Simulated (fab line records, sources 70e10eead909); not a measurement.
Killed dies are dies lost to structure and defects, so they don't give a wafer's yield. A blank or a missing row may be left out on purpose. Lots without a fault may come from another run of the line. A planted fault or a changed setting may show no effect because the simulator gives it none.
Which tool did it? | flow nand_harc | 11 lots, 33 wafers sampled, at 5 steps of a route of 1159

WHAT THE GAUGES READ, wafer by wafer
NHARC_END_SORT_01. Usual: killed_at_array 29, standard deviation 9.4; killed_at_other 0.7, standard deviation 1.3; killed_at_periphery 2.9, standard deviation 2.1; killed_dies 32, standard deviation 9; killed_open 3.3, standard deviation 1.8; killed_short 1.9, standard deviation 1.4.
lot  | measured     | on        | killed_at_array | killed_at_other | killed_at_periphery | killed_dies | killed_open | killed_short | flag
L673 | day 23 09:14 | prober-01 | 667 19 15       | 6 7 4           | 4 3 1               | 677 29 20   | 6 4 3       | 3 2 1        | OFF
L669 | day 22 15:31 | prober-02 | 676 40 40       | 0 0 0           | 1 1 0               | 677 41 40   | 4 2 5       | 2 1 1        | OFF

WHICH TOOL RAN EACH LOT (tool, then ch and the chambers of the sampled wafers, then the start)
lot  | NHARC_A_STAIRCASE_ETCH_27                     | NHARC_A_STAIRCASE_TRIM_189                    | NHARC_A_STAIRCASE_ETCH_192         | NHARC_A_STAIRCASE_TRIM_193
L658 | rie_diel-13 ch 0,2, day 11 01:25 or earlier   | rie_diel-13 ch 0,2, day 11 01:25 or earlier   | rie_diel-13 ch 0,2, day 11 01:25   | rie_diel-13 ch 0,2, no start
L659 | rie_diel-13 ch 0,1,3, day 11 19:14 or earlier | rie_diel-08 ch 1,2, day 11 19:14 or earlier   | rie_diel-08 ch 0,3, day 11 19:14   | rie_diel-08 ch 1,2,3, no start
L661 | rie_diel-08 ch 1,2, day 11 22:22 or earlier   | rie_diel-08 ch 0,3, day 11 22:22 or earlier   | rie_diel-08 ch 0,3, day 11 22:22   | rie_diel-08 ch 0,1,2, no start
L665 | rie_diel-08 ch 1,2, day 12 08:59 or earlier   | rie_diel-13 ch 0,1,2, day 12 08:59 or earlier | rie_diel-13 ch 1,2,3, day 12 08:59 | rie_diel-13 ch 0,2,3, no start
L664 | rie_diel-13 ch 1,2,3, day 12 08:53 or earlier | rie_diel-13 ch 1,2, day 12 08:53              | rie_diel-09 ch 0,2, day 12 09:19   | rie_diel-13 ch 1,3, day 12 09:28
L667 | rie_diel-09 ch 0,2, day 13 07:03 or earlier   | rie_diel-13 ch 0,1,3, day 13 07:03 or earlier | rie_diel-13 ch 0,2, day 13 07:03   | rie_diel-13 ch 1,2,3, no start
L673 | rie_diel-08 ch 2,3, day 14 11:44 or earlier   | rie_diel-13 ch 1,2,3, day 14 11:44 or earlier | rie_diel-13 ch 0,2,3, day 14 11:44 | rie_diel-13 ch 0,3, day 23 09:14 or earlier
L669 | rie_diel-13 ch 0,1,2, day 14 13:14 or earlier | rie_diel-13 ch 0,2, day 14 13:14 or earlier   | rie_diel-13 ch 0,2, day 14 13:14   | rie_diel-13 ch 2,3, day 22 15:31 or earlier
L676 | rie_diel-08 ch 1,2,3, day 15 07:53 or earlier | rie_diel-09 ch 0,2,3, day 15 07:53 or earlier | rie_diel-09 ch 0,2,3, day 15 07:53 | rie_diel-09 ch 0,2,3, no start
L680 | rie_diel-13 ch 0,2, day 16 05:17 or earlier   | rie_diel-08 ch 1,2,3, day 16 05:17 or earlier | rie_diel-08 ch 0,3, day 16 05:17   | rie_diel-08 ch 0,1, no start
L679 | rie_diel-09 ch 1,2,3, day 16 08:36 or earlier | rie_diel-08 ch 0,1,2, day 16 08:36 or earlier | rie_diel-08 ch 0,1,2, day 16 08:36 | rie_diel-08 ch 0,2,3, no start
- NHARC_A_STAIRCASE_ETCH_27: etches the open film in C4F8/O2, target depth 100 nm, time 40.5 s.
- NHARC_A_STAIRCASE_TRIM_189: chemistry O2, time 211.2 s.
- NHARC_A_STAIRCASE_ETCH_192: etches the open film in C4F8/O2, target depth 100 nm, time 40.5 s.
- NHARC_A_STAIRCASE_TRIM_193: chemistry O2, time 211.2 s.

WHAT THE TOOLS THEMSELVES READ (means of the sampled wafers that have a number; where no wafer has one, the mark that the record gives instead)
NHARC_A_STAIRCASE_ETCH_27. Usual: chamber_pressure_mTorr 25.000 mTorr, standard deviation 0.023; oes_product_au 0.937 a.u., standard deviation 0.013; rf_vpp_V 895 V, standard deviation 4.4; run_length_s 61.8 s, standard deviation 0.46.
lot  | tool        | chamber_pressure_mTorr (mTorr) | oes_product_au (a.u.) | rf_vpp_V (V) | run_length_s (s) | flag
L658 | rie_diel-13 | 24.983                         | 0.937                 | 897          | 61.7             |
L659 | rie_diel-13 | 24.981                         | 0.924                 | 900          | 61.9             |
L661 | rie_diel-08 | 24.990                         | 0.936                 | 892          | 61.9             |
L665 | rie_diel-08 | 25.009                         | 0.944                 | 892          | 61.7             |
L664 | rie_diel-13 | 25.021                         | 0.937                 | 897          | 61.8             |
L667 | rie_diel-09 | 24.987                         | 0.935                 | 892          | 61.2             |
L673 | rie_diel-08 | 24.981                         | 0.930                 | 895          | 62.1             |
L669 | rie_diel-13 | 24.996                         | 0.947                 | 899          | 61.5             |
L676 | rie_diel-08 | 25.033                         | 0.933                 | 892          | 61.9             |
L680 | rie_diel-13 | 25.012                         | 0.956                 | 896          | 61.7             |
L679 | rie_diel-09 | 24.997                         | 0.948                 | 898          | 62.1             |

NHARC_A_STAIRCASE_TRIM_189. Usual: chamber_pressure_mTorr 60.00 mTorr, standard deviation 0.054; drypump_motor_current_A 6.0 A, standard deviation 0.4; mfc_ar_sccm 0.013 sccm, standard deviation 0.014; oes_product_au 0.996 a.u., standard deviation 0.011; rf_vpp_V 57.8 V, standard deviation 0.87; showerhead_plenum_p_Torr 3.50 Torr, standard deviation 0.12; throttle_valve_pct 17.037 %, standard deviation 0.0098.
lot  | tool        | chamber_pressure_mTorr (mTorr) | drypump_motor_current_A (A) | mfc_ar_sccm (sccm) | oes_product_au (a.u.) | rf_vpp_V (V) | showerhead_plenum_p_Torr (Torr) | throttle_valve_pct (%) | flag
L658 | rie_diel-13 | 59.95                          | 6.0                         | 0.000              | 0.996                 | 57.6         | 3.54                            | 17.046                 |
L659 | rie_diel-08 | 59.94                          | 6.3                         | 0.021              | 0.987                 | 58.1         | 3.45                            | 17.045                 |
L661 | rie_diel-08 | 60.02                          | 6.2                         | 0.013              | 0.994                 | 58.0         | 3.48                            | 17.036                 |
L665 | rie_diel-13 | 60.00                          | 6.0                         | 0.004              | 0.999                 | 59.1         | 3.59                            | 17.031                 |
L664 | rie_diel-13 | 60.01                          | 5.9                         | 0.007              | 0.987                 | 58.0         | 3.64                            | 17.024                 |
L667 | rie_diel-13 | 60.00                          | 5.7                         | 0.017              | 0.993                 | 57.6         | 3.63                            | 17.024                 |
L673 | rie_diel-13 | 59.96                          | 5.8                         | 0.017              | 1.008                 | 57.8         | 3.55                            | 17.032                 |
L669 | rie_diel-13 | 59.98                          | 6.2                         | 0.000              | 1.004                 | 57.6         | 3.45                            | 17.044                 |
L676 | rie_diel-09 | 60.02                          | 5.5                         | 0.003              | 0.991                 | 57.9         | 3.52                            | 17.031                 |
L680 | rie_diel-08 | 59.98                          | 6.4                         | 0.013              | 0.993                 | 57.3         | 3.42                            | 17.035                 |
L679 | rie_diel-08 | 60.01                          | 6.1                         | 0.017              | 0.993                 | 57.8         | 3.43                            | 17.031                 |

NHARC_A_STAIRCASE_ETCH_192. Usual: chamber_pressure_mTorr 24.998 mTorr, standard deviation 0.023; oes_product_au 0.937 a.u., standard deviation 0.013; rf_vpp_V 895 V, standard deviation 4.4; run_length_s 61.8 s, standard deviation 0.41.
lot  | tool        | chamber_pressure_mTorr (mTorr) | oes_product_au (a.u.) | rf_vpp_V (V) | run_length_s (s) | flag
L658 | rie_diel-13 | 25.032                         | 0.945                 | 894          | 61.6             |
L659 | rie_diel-08 | 25.011                         | 0.937                 | 895          | 61.7             |
L661 | rie_diel-08 | 24.993                         | 0.934                 | 895          | 61.4             |
L665 | rie_diel-13 | 24.992                         | 0.935                 | 897          | 61.8             |
L664 | rie_diel-09 | 24.986                         | 0.946                 | 896          | 61.2             |
L667 | rie_diel-13 | 25.018                         | 0.946                 | 896          | 61.7             |
L673 | rie_diel-13 | 25.001                         | 0.955                 | 894          | 55.8             | OFF
L669 | rie_diel-13 | 24.997                         | 0.931                 | 896          | 55.6             | OFF
L676 | rie_diel-09 | 24.994                         | 0.942                 | 896          | 61.8             |
L680 | rie_diel-08 | 25.001                         | 0.939                 | 893          | 61.6             |
L679 | rie_diel-08 | 25.017                         | 0.932                 | 893          | 61.6             |

NHARC_A_STAIRCASE_TRIM_193. Usual: chamber_pressure_mTorr 60.00 mTorr, standard deviation 0.053; drypump_motor_current_A 6.0 A, standard deviation 0.39; mfc_ar_sccm 0.012 sccm, standard deviation 0.014; oes_product_au 0.997 a.u., standard deviation 0.0096; rf_vpp_V 57.8 V, standard deviation 0.83; showerhead_plenum_p_Torr 3.51 Torr, standard deviation 0.13; throttle_valve_pct 17.037 %, standard deviation 0.0086.
lot  | tool        | chamber_pressure_mTorr (mTorr) | drypump_motor_current_A (A) | mfc_ar_sccm (sccm) | oes_product_au (a.u.) | rf_vpp_V (V) | showerhead_plenum_p_Torr (Torr) | throttle_valve_pct (%) | flag
L658 | rie_diel-13 | 60.00                          | 6.2                         | 0.000              | 1.007                 | 57.9         | 3.46                            | 17.043                 |
L659 | rie_diel-08 | 60.00                          | 6.4                         | 0.013              | 0.992                 | 58.2         | 3.44                            | 17.037                 |
L661 | rie_diel-08 | 59.98                          | 6.2                         | 0.017              | 1.001                 | 57.6         | 3.45                            | 17.028                 |
L665 | rie_diel-13 | 59.97                          | 5.9                         | 0.013              | 0.997                 | 57.7         | 3.50                            | 17.035                 |
L664 | rie_diel-13 | 60.00                          | 5.5                         | 0.030              | 1.003                 | 57.3         | 3.60                            | 17.028                 |
L667 | rie_diel-13 | 60.00                          | 5.8                         | 0.017              | 0.995                 | 57.9         | 3.55                            | 17.033                 |
L673 | rie_diel-13 | 59.99                          | 5.7                         | 0.013              | 1.007                 | 57.7         | 3.57                            | 17.038                 |
L669 | rie_diel-13 | 60.01                          | 5.7                         | 0.026              | 1.008                 | 57.8         | 3.46                            | 17.034                 |
L676 | rie_diel-09 | 60.04                          | 5.5                         | 0.003              | 1.000                 | 57.4         | 3.52                            | 17.037                 |
L680 | rie_diel-08 | 59.99                          | 6.2                         | 0.007              | 0.994                 | 57.5         | 3.39                            | 17.043                 |
L679 | rie_diel-08 | 60.04                          | 6.1                         | 0.020              | 0.992                 | 58.0         | 3.47                            | 17.036                 |

THE ANSWER, worked out from the rows above alone
Rule: a lot is off if the mean of its wafers that have a number lies more than 3 standard deviations from the usual mean. A lot without any number at a reading at which 4 lots or more have one is off too. The other lots that the step has rows for count as sound. The gauges are gone through in route order, then the tools' own readings, and for those a lot's mean is taken as printed above. The first step at which some lot is off is used, and at that step the reading that is off furthest; a lot without a number counts as furthest.
Off: L673, L669, at NHARC_END_SORT_01 (killed_dies). Neither off nor sound, because the step has no rows for them: L658, L659, L661, L665, L664, L667, L676, L680, L679.
A tool fits if, at a process step before that reading, it ran every lot that is off, and no sound lot after the first of them. The gauges at NHARC_END_SORT_01 aren't tried: what is off there is off at NHARC_A_STAIRCASE_ETCH_192 too, on other tools, and a gauge's error can't cause that. NHARC_A_STAIRCASE_ETCH_27 gives no start for some lots, so the hours and the order of its lots are those of NHARC_A_STAIRCASE_ETCH_192. NHARC_A_STAIRCASE_TRIM_189 gives no start for some lots, so the hours and the order of its lots are those of NHARC_A_STAIRCASE_ETCH_192. NHARC_A_STAIRCASE_TRIM_193 gives no start for some lots, so the hours and the order of its lots are those of NHARC_END_SORT_01. One fits: rie_diel-13 at NHARC_A_STAIRCASE_TRIM_189 and NHARC_A_STAIRCASE_ETCH_192 and NHARC_A_STAIRCASE_TRIM_193. It ran no sound lot before its first lot that is off in this sample, so the start can't be narrowed down.

WHAT THE SIMULATOR HAD PUT IN
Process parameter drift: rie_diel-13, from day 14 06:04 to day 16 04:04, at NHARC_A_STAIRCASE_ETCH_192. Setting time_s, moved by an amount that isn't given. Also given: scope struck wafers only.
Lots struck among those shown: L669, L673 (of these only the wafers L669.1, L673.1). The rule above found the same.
